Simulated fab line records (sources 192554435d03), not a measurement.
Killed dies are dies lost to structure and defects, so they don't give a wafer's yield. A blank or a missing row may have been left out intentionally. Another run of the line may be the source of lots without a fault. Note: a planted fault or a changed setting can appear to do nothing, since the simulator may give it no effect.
A struck lot beside a sound one || flow n5 finfet || 14 out of 1938 route steps
Sound: the wafers L879.1, L879.3, L879.6. Struck: wafer L881.5 (left out: L881.2, L881.6 of the same lot, which were not struck); the cause appears at the end.
Order at every step that has rows: each side's tool, ch and its chambers, its first start. Under that, the readings that differ: sound wafers || struck wafers || difference of the means || sigmas: that difference in standard deviations of wafers without a fault.
alike: a reading whose means differ by less than 2 such deviations, as well as words and numbers matching on both sides. not compared: withheld readings; readings where some wafer has no value; bounds like >300 that might hide an equal value; numbers whose values overlap and for which the record gives no deviation.
The two part at a step that has a row with sigmas, a row that says differs or no value, or rows on one side only. When numbers do not overlap yet have no deviation, they are printed without sigmas and do not part them. Lack of a reading on every wafer of one side parts them only where that side has two or more wafers.

N5_MOL_CONTACT_COAG_CO_FILL_22: material Co, precursor CCTBA/H2, target thk 20 nm.
  sound on cvd co-01 ch 0,2, day 5 03:25; struck on cvd co-01 ch 2, day 5 12:43
  alike: heater power w
N5_MOL_CONTACT_COAG_ANNEAL_113: time 300 s.
  sound on rtp anneal-01 ch 0, day 5 04:02; struck on rtp anneal-01 ch 0, day 5 13:29
  alike: lamp power pct, wafer_temp_C_max
then, 1 step without rows for these wafers: N5_MOL_CONTACT_COAG_PRE_CLEAN_142 (time 60 s).
N5_MOL_CONTACT_COAG_SPUTTER_130: material Co, target thk 47.5 nm.
  sound: pvd sputter-01 at day 5 05:15; struck: pvd sputter-01 at day 5 16:33
  alike: throttle valve pct
then, 2 steps without rows for these wafers: N5_MOL_CONTACT_COAG_PRECLEAN_125 (cleans in DIW, time 57.5 s); N5_MOL_CONTACT_COAG_SRD_126 (dry time 32 s).
N5_MOL_CONTACT_COAG_CMP_23: polishes, stops on SiO2, t overpolish 1.5 s, target thk 0 nm.
  sound on cmp-03 ch 0,1,2, day 5 05:31; struck on cmp-03 ch 3, day 5 16:53
  alike: motor current A, overpolish run s, platen rpm, slurry flow ml min, time to endpoint s
then, 2 steps without rows for these wafers: N5_MOL_CONTACT_COAG_WET_ETCH_26 (target Co, target depth 13 nm); N5_MOL_CONTACT_COAG_WET_ETCH_116 (etches the open film in SC1-inhibited, target depth 4.6 nm, rinse time 30 s).
N5_MOL_CONTACT_COAG_ALD_27: deposits SiOC, target thk 17 nm, pulse time 1.5 s, time 2720 s.
  sound on ald sin-03 ch 2,3, day 5 06:15; struck on ald sin-02 ch 0, day 5 17:38
  alike: heater power w, precursor pulse height rel
N5_MOL_CONTACT_COAG_CMP_28: polishes, stops on SiNx, t overpolish 0.85 s, target thk 14.522 nm.
  sound on cmp-03 ch 0,1,2, day 5 07:54; struck on cmp-03 ch 0, day 5 19:16
{"reading": "platen rpm (rpm)", "sound": "51.80 51.84 51.79", "struck": 49.65, "difference": -2.16, "sigmas": -55}
  alike: motor current A, slurry flow ml min, time to endpoint s
N5_MOL_CONTACT_COAG_THK_MEAS_29:
  sound: film metro-02 at day 5 08:07; struck: film metro-01 at day 5 19:29
{"reading": "MD_CAP_THK (nm)", "sound": "17.95 18.04 17.98", "struck": 17.80, "difference": -0.19, "sigmas": -2}
-- record jumps: 3 days separate the struck wafers' starts on either side; left off in module MOL_CONTACT_COAG, taken up again in module BEOL_M4, whose first shown step is the route's number 1111 --
N5_BEOL_M4_RC_MEAS_101:
  sound on prober-01 ch 0, day 8 03:00; struck on prober-02 ch 0, day 8 19:04
{"reading": "DIBL_N (mV/V)", "sound": "39.1 38.7 39.5", "struck": 35.5, "difference": -3.6, "sigmas": -2}
{"reading": "DIBL_P (mV/V)", "sound": "38.6 37.9 38.2", "struck": 34.6, "difference": -3.6, "sigmas": -2}
{"reading": "IOFF_N (nA/um)", "sound": "0.185 0.183 0.185", "struck": 0.136, "difference": -0.048, "sigmas": -2}
{"reading": "IOFF_P (nA/um)", "sound": "0.27 0.26 0.26", "struck": 0.16, "difference": -0.10, "sigmas": -3}
{"reading": "ION_P (uA/um)", "sound": "468 466 466", "struck": 449, "difference": -18, "sigmas": -2}
{"reading": "VT_N (mV)", "sound": "247.0 249.4 247.9", "struck": 254.5, "difference": "+6.4", "sigmas": "+3"}
{"reading": "VT_P (mV)", "sound": "-246 -248 -243", "struck": -254, "difference": -8, "sigmas": -2}
  alike: ION_N, SS_N, SS_P
-- the record jumps here: 5 days lie between the struck wafers' starts before and after (it left off in module BEOL_M4 and takes up again in module PASSIVATION, whose first step shown is number 1936 of the route) --
N5_PASSIVATION_PROBE_49:
  sound: prober-02 at day 12 11:56; struck: prober-02 at day 13 19:38
  alike: defect limited yield, killed_at_M0_to_M3, killed_at_M4_up, killed at contacts, killed at front end, killed at other, killed dies, killed open, killed short, sort_bin_5_function, sort_bin_6_memory, sort n pass, sort yield pct

== WHERE THEY PART ==
First at N5_MOL_CONTACT_COAG_CMP_28; last, within this record, at N5_BEOL_M4_RC_MEAS_101. Later steps at which nothing parts them and some readings are alike: N5_PASSIVATION_PROBE_49.

WHY: whatever the simulator had introduced
cmp-03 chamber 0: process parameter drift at N5_MOL_CONTACT_COAG_CMP_28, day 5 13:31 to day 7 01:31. A move of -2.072 in setting platen rpm, from 51.8. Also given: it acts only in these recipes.
